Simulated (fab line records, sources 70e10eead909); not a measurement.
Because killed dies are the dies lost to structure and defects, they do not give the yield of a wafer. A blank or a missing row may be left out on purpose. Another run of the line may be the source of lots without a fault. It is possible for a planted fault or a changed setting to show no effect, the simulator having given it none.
Chamber matching	flow nandHarc	pecvd-04 running NHARC_A_STAIRCASE_DEP_259: 3 sister chambers
The step deposits SiON, target thk 30 nm. 3 wafers are shown with their chamber, then 7 later ones without.

## EACH WAFER AND ITS CHAMBER
wafer	chamber	heaterPowerW (W)
L081.4	1	723
L088.1	2	646
L088.2	0	836

## WAFERS WHOSE CHAMBER IS MISSING
wafer	heaterPowerW (W)
L088.4	664
L093.1	756
L093.2	578
L093.3	680
L094.1	785
L094.2	763
L094.3	636

## EACH ONE'S CHAMBER
wafer	from the rows above	in truth
L088.4	can't be placed: 2 or 1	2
L093.1	can't be placed: 1 or 0 or 2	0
L093.2	can't be placed: 2 or 1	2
L093.3	can't be placed: 2 or 1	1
L094.1	can't be placed: 0 or 1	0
L094.2	can't be placed: 1 or 0 or 2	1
L094.3	can't be placed: 2 or 1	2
Correctly placed: 0 of 7. Cannot be placed on the basis of these rows: 7; the candidates contain the true chamber in 7. Wrongly placed: 0.
How it was worked out, from the rows above alone: a wafer's distance from a chamber is the root of the sum, over the readings, of the square of ((its reading less the chamber's mean) divided by the reading's scatter). The wafer belongs to the nearest chamber; if the next one is less than 2 further off, it can't be placed. The mean given for a chamber averages the wafers shown for that chamber. The scatter: with one shown wafer a chamber, the root of the mean of the squares of how far each hidden wafer lies from its nearest shown one.
